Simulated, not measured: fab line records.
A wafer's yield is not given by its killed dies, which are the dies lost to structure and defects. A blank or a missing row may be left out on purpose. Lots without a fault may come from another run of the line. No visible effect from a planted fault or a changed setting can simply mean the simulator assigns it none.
Struck lot and sound lot, side by side	flow nandHarc	13 out of 1159 route steps
Sound: the wafers L581.2, L581.3, L581.5. Struck: wafers L588.2, L588.5, L588.6. The cause is named last.
Each step with rows lists, per side, the tool, then ch with its chambers, then its first start. Under that, the readings that differ: sound wafers	struck wafers	difference of the means	sigmas: that difference in standard deviations of wafers without a fault.
alike: same words and numbers on both sides, and readings whose means sit less than 2 such deviations apart. not compared: any withheld reading, any reading some wafer has no value for, any bound like >300 that may hide the same value, and any number with overlapping values for which the record gives no deviation.
Wherever a step has rows on one side only, a row that says differs or no value, or a row with sigmas, the two part there. Non-overlapping numbers with no deviation appear without sigmas and do not part them. Lack of a reading on every wafer of one side parts them only where that side has two or more wafers.

first, 2 steps without rows for these wafers: NHARC_A_STAIRCASE_TRIM_191 (chemistry O2, time 211.2 s); NHARC_A_STAIRCASE_ETCH_192 (etches the open film in C4F8/O2, target depth 100 nm, time 40.5 s).
NHARC_A_STAIRCASE_TRIM_193: chemistry O2, time 211.2 s.
  sound: rieDiel-08 ch 0,2,3; struck: rieDiel-12 ch 1,2
  alike: drypumpMotorCurrentA, mfcArSccm, oesProductAu, rfVppV, showerheadPlenumPTorr, throttleValvePct
  not compared: rfHoursCounterH
then, 1 step without rows for these wafers: NHARC_A_STAIRCASE_ETCH_194 (etches the open film in C4F8/O2, target depth 100 nm, time 40.5 s).
NHARC_A_STAIRCASE_TRIM_196: chemistry O2, time 211.2 s.
  sound on rieDiel-12 ch 0,3, day 13 08:43; struck on rieDiel-08 ch 0,1,2, day 15 13:25
  alike: drypumpMotorCurrentA, mfcArSccm, oesProductAu, rfVppV, showerheadPlenumPTorr, throttleValvePct
  not compared: rfHoursCounterH
NHARC_A_STAIRCASE_ETCH_197: etches the open film in C4F8/O2, target depth 100 nm, time 40.5 s.
  sound: rieDiel-12 ch 0,3; struck: rieDiel-08 ch 0,2,3
  alike: biasW, chamberPressureMTorr, oesProductAu, rfVppV
  not compared: rfHoursCounterH
then, 3 steps without rows for these wafers: NHARC_A_STAIRCASE_TRIM_198 (chemistry O2, time 211.2 s); NHARC_A_STAIRCASE_ETCH_199 (etches the open film in C4F8/O2, target depth 100 nm, time 40.5 s); NHARC_A_STAIRCASE_TRIM_200 (chemistry O2, time 211.2 s).
NHARC_A_STAIRCASE_ETCH_201: etches the open film in C4F8/O2, target depth 100 nm, time 40.5 s.
  sound: rieDiel-12 ch 1,2; struck: rieDiel-08 ch 0,1
  alike: biasW, chamberPressureMTorr, oesProductAu, rfVppV
  not compared: rfHoursCounterH
NHARC_A_STAIRCASE_TRIM_202: chemistry O2, time 211.2 s.
  sound: rieDiel-12 ch 0,3; struck: rieDiel-08 ch 0,3
  alike: drypumpMotorCurrentA, mfcArSccm, oesProductAu, rfVppV, showerheadPlenumPTorr, throttleValvePct
  not compared: rfHoursCounterH
NHARC_A_STAIRCASE_ETCH_203: etches the open film in C4F8/O2, target depth 100 nm, time 40.5 s.
  sound on rieDiel-12 ch 0,3, day 13 09:40; struck on rieDiel-08 ch 1,2,3, day 15 14:17
  no value came back on the struck wafers for biasW (W), chamberPressureMTorr (mTorr), oesProductAu (a.u.), rfVppV (V); on the sound wafers biasW (W) reads 1003 999 1005
  not compared: rfHoursCounterH
-- break in the record here, with 8 days between the starts of the struck wafers on either side (left off in module A_STAIRCASE, picked up again in module END, where the first step shown is number 1159 on the route) --
NHARC_END_SORT_01:
  the record has rows for the struck wafers here (prober-01 ch 0, day 23 14:08) and none for the sound ones

## WHERE THEY PART
First at NHARC_A_STAIRCASE_ETCH_203; last, within this record, at NHARC_END_SORT_01.

WHY: whatever the simulator had introduced
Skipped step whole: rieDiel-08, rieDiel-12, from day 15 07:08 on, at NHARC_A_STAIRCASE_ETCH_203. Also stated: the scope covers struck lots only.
